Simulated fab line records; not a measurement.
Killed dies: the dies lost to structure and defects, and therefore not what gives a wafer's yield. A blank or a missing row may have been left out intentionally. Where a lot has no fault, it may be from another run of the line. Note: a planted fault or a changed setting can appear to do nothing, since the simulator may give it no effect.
Matching of chambers	flow n5-finfet	ald-sin-04 running N5_MOL_CONTACT_COAG_ALD_133: 4 sister chambers
The step deposits SiO2, target thk 5 nm, pulse time 1 s, co reactant pulse time 1 s. 4 wafers are shown with their chamber, then 10 later ones without.

EACH WAFER AND ITS CHAMBER
wafer	chamber	heater-power-w (W)
L084.1	0	86
L084.5	2	95
L089.2	3	88
L089.4	1	71

WAFERS MISSING THEIR CHAMBER
wafer	heater-power-w (W)
L089.6	69
L092.1	89
L092.2	89
L092.4	71
L094.2	89
L094.4	90
L094.5	84
L097.2	91
L097.3	87
L097.5	89

WHICH CHAMBER EACH ONE RAN IN
wafer	from the rows above	in truth
L089.6	1	1
L092.1	can't be placed: 3 or 0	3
L092.2	can't be placed: 3 or 0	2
L092.4	1	1
L094.2	can't be placed: 3 or 0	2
L094.4	can't be placed: 3 or 0 or 2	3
L094.5	can't be placed: 0 or 3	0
L097.2	can't be placed: 3 or 2 or 0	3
L097.3	can't be placed: 0 or 3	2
L097.5	can't be placed: 3 or 0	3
Correct placement for 2 of the 10. From these rows, 8 cannot be placed; in 5 the true chamber is one of the candidates. Number placed wrongly: 0.
How it was worked out, from the rows above alone: a wafer's distance from a chamber is the root of the sum, over the readings, of the square of ((its reading less the chamber's mean) divided by the reading's scatter). The wafer belongs to the nearest chamber; if the next one is less than 2 further off, it can't be placed. A chamber's mean is the mean of its shown wafers. The scatter: root of mean squared gap, hidden wafer to nearest shown wafer, with one shown wafer a chamber.
